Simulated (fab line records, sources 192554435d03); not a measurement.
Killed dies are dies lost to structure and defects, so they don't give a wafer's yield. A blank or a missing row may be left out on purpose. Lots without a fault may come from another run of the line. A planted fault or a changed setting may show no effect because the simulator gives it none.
A struck lot beside a sound one | flow n5_finfet | 36 steps out of a route of 1938
Sound: wafers L588.1, L588.4, L588.5. Struck: wafers L580.1, L580.5, L580.6. The cause comes at the end.
At each step with rows: each side's tool, then ch and its chambers, then its first start. Under that, the readings that differ: sound wafers | struck wafers | difference of the means | sigmas: that difference in standard deviations of wafers without a fault.
alike: readings whose means differ by less than 2 such deviations, and words and numbers that are the same on both sides. not compared: withheld readings, readings that some wafer has no value for, bounds like >300 that may hide the same value, and numbers for which the record gives no deviation and whose values overlap.
The two part at a step that has a row with sigmas, a row that says differs or no value, or rows on one side only. Numbers that don't overlap but have no deviation are shown without sigmas and don't part them. A reading that every wafer of one side lacks parts them only if that side has two wafers or more.

first, 9 steps without rows for these wafers: N5_GATE_CUT_PEB_11 (peb time 60 s); N5_GATE_CUT_DEVELOP_12 (develop time 30 s); N5_GATE_CUT_DESCUM_18 (chemistry O2, time 7 s); N5_GATE_CUT_ETCH_28 (etches underlayer in N2/H2, target depth 13 nm, time 10.4 s); N5_GATE_CUT_ETCH_36 (etches SiARC in CF4, target depth 13 nm, time 21.7 s); N5_GATE_CUT_ETCH_37 (etches SOC in N2/H2, target depth 60 nm, overetch 12 nm, time 90 s); N5_GATE_CUT_STRIP_38 (strips in N2/H2); N5_GATE_CUT_STRIP_39 (strips in N2/H2); N5_GATE_CUT_HM_OPEN_40 (chemistry C4F6/O2, target SiO2, target depth 139 nm, time 85.1 s).
N5_GATE_CUT_STRIP_41: strips in CF4.
  sound on rie_diel-01 ch 0,1, day 10 00:31; struck on rie_diel-06 ch 0,1,2, day 8 04:29
  reading               | sound             | struck            | difference | sigmas
  oes_product_au (a.u.) | 0.167 0.164 0.162 | 0.171 0.223 0.214 | +0.038     | +2
  alike: chamber_pressure_mTorr, drypump_motor_current_A, rf_vpp_V, showerhead_plenum_p_Torr, throttle_valve_pct
  not compared: rf_hours_counter_h
then, 25 steps without rows for these wafers: N5_GATE_CUT_STRIP_42 (strips in O2); N5_GATE_CUT_ETCH_19 (etches SiNx in CH3F/O2, target depth 53.7 nm, time 76.7 s); N5_GATE_CUT_CUT_ETCH_53 (etches W in SF6/Cl2, target depth 79.2 nm); N5_GATE_CUT_CUT_ETCH_54 (etches TiN in Cl2/BCl3, target depth 96.7 nm); N5_GATE_CUT_CUT_ETCH_55 (etches HfO2 in BCl3, target depth 3.2 nm); N5_GATE_CUT_ETCH_47 (etches SiO2 in Cl2/BCl3, target depth 10 nm); N5_GATE_CUT_VAPOR_ETCH_48 (etches TiN in BCl3/Cl2); N5_GATE_CUT_VAPOR_ETCH_49 (etches TiAlC in BCl3/Cl2); N5_GATE_CUT_VAPOR_ETCH_51 (etches HfO2 in BCl3/Cl2); N5_GATE_CUT_STRIP_21 (strips in N2/H2, time 30 s); N5_GATE_CUT_STRIP_29 (strips in post etch residue remover, time 60 s); N5_GATE_CUT_SRD_52 (time 30 s); N5_GATE_CUT_ALD_22 (deposits SiNx, target thk 16 nm, pulse time 1 s, ald cycles 320); N5_GATE_CUT_CMP_23 (polishes, stops on SiO2, t overpolish 23.4 s, target thk 16 nm); N5_GATE_CUT_CMP_43 (polishes SiO2); N5_GATE_CUT_CMP_61 (polishes, stops on SiNx, t overpolish 3 s); N5_MOL_CONTACT_COAG_COAT_103 (time 60 s, resist thk 80 nm); N5_MOL_CONTACT_COAG_COAT_104 (time 60 s, resist thk 12 nm); N5_MOL_CONTACT_COAG_COAT_58 (time 60 s, resist thk 10 nm); N5_MOL_CONTACT_COAG_COAT_02 (resist thk 30 nm); N5_MOL_CONTACT_COAG_EBR_04; N5_MOL_CONTACT_COAG_SOFTBAKE_03 (time 60 s); N5_MOL_CONTACT_COAG_EXPOSE_05 (exposes mask CA, defocus 0 nm); N5_MOL_CONTACT_COAG_PEB_06 (peb time 60 s); N5_MOL_CONTACT_COAG_DEVELOP_07 (develop time 30 s).
-- the record jumps here: 10 days lie between the struck wafers' starts before and after (it left off in module MOL_CONTACT_COAG and takes up again in module PASSIVATION, whose first step shown is number 1936 of the route) --
N5_PASSIVATION_PROBE_49:
  sound on prober-01, day 19 14:09; struck on prober-02, day 17 23:10
  reading                  | sound          | struck         | difference | sigmas
  defect_limited_yield (%) | 88.9 92.1 89.6 | 85.8 84.0 83.9 | -5.6       | -4
  killed_at_front_end      | 25 41 53       | 104 116 136    | +79        | +7
  killed_dies              | 131 93 123     | 167 189 190    | +66        | +4
  sort_bin_5_function (%)  | 6.9 4.9 6.3    | 9.2 10.2 11.2  | +4.2       | +4
  sort_n_pass              | 1049 1087 1057 | 1013 991 990   | -66        | -4
  alike: killed_at_M0_to_M3, killed_at_M4_up, killed_at_contacts, killed_at_other, killed_on_rim, killed_open, killed_short, sort_bin_6_memory, sort_bin_8_speed

WHERE THEY PART
First at N5_GATE_CUT_STRIP_41; last, within this record, at N5_PASSIVATION_PROBE_49.

WHY: what the simulator had put in
Chamber particle source: rie_diel-06, from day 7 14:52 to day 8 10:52, at N5_GATE_CUT_STRIP_41. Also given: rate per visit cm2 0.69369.
